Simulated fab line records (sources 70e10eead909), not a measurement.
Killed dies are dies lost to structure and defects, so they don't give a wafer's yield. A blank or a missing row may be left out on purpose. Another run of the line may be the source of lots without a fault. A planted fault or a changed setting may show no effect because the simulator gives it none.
Chamber matching || flow nand harc || rie diel-10 running NHARC_P_M2_DESCUM_14: 4 sister chambers
The step chemistry O2, time 3 s. 8 wafers are shown with their chamber, then 9 later ones without.

## WAFERS WITH THEIR CHAMBER
{"wafer": "L080.5", "chamber": 3, "drypump motor current A (A)": 5.5, "oes product au (a.u.)": 0.998}
{"wafer": "L082.1", "chamber": 3, "drypump motor current A (A)": 5.5, "oes product au (a.u.)": 0.995}
{"wafer": "L082.3", "chamber": 0, "drypump motor current A (A)": 5.3, "oes product au (a.u.)": 0.987}
{"wafer": "L082.5", "chamber": 1, "drypump motor current A (A)": 6.7, "oes product au (a.u.)": 1.018}
{"wafer": "L082.6", "chamber": 0, "drypump motor current A (A)": 5.3, "oes product au (a.u.)": 1.002}
{"wafer": "L083.4", "chamber": 2, "drypump motor current A (A)": 5.3, "oes product au (a.u.)": 1.016}
{"wafer": "L083.5", "chamber": 1, "drypump motor current A (A)": 6.8, "oes product au (a.u.)": 1.038}
{"wafer": "L083.6", "chamber": 2, "drypump motor current A (A)": 5.3, "oes product au (a.u.)": 1.018}

## WAFERS WHOSE CHAMBER IS MISSING
{"wafer": "L091.2", "drypump motor current A (A)": 5.3, "oes product au (a.u.)": 1.008}
{"wafer": "L091.4", "drypump motor current A (A)": 5.5, "oes product au (a.u.)": 0.990}
{"wafer": "L091.5", "drypump motor current A (A)": 5.3, "oes product au (a.u.)": 1.006}
{"wafer": "L092.4", "drypump motor current A (A)": 5.3, "oes product au (a.u.)": 1.018}
{"wafer": "L092.5", "drypump motor current A (A)": 5.5, "oes product au (a.u.)": 0.982}
{"wafer": "L092.6", "drypump motor current A (A)": 5.3, "oes product au (a.u.)": 1.004}
{"wafer": "L097.1", "drypump motor current A (A)": 5.5, "oes product au (a.u.)": 0.979}
{"wafer": "L097.4", "drypump motor current A (A)": 5.3, "oes product au (a.u.)": 1.001}
{"wafer": "L097.5", "drypump motor current A (A)": 6.7, "oes product au (a.u.)": 1.024}

## EACH ONE'S CHAMBER
{"wafer": "L091.2", "from the rows above": "can't be placed: 2 or 0", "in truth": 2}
{"wafer": "L091.4", "from the rows above": 3, "in truth": 3}
{"wafer": "L091.5", "from the rows above": "can't be placed: 2 or 0", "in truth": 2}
{"wafer": "L092.4", "from the rows above": 2, "in truth": 2}
{"wafer": "L092.5", "from the rows above": 3, "in truth": 3}
{"wafer": "L092.6", "from the rows above": "can't be placed: 0 or 2", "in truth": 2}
{"wafer": "L097.1", "from the rows above": 3, "in truth": 3}
{"wafer": "L097.4", "from the rows above": "can't be placed: 0 or 2", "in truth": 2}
{"wafer": "L097.5", "from the rows above": 1, "in truth": 1}
5 of 9 placed correctly. Unplaceable from these rows: 4, with the true chamber sitting among the candidates in 4. Wrongly placed: 0.
How it was worked out, from the rows above alone: a wafer's distance from a chamber is the root of the sum, over the readings, of the square of ((its reading less the chamber's mean) divided by the reading's scatter). If the next closest chamber is less than 2 further off than the closest, the wafer can't be placed; otherwise it belongs to the closest. A chamber's mean is the mean of its shown wafers. The scatter: take each reading less its chamber's mean, square it, sum over the shown wafers, divide by the number of wafers less the number of chambers, and take the root.
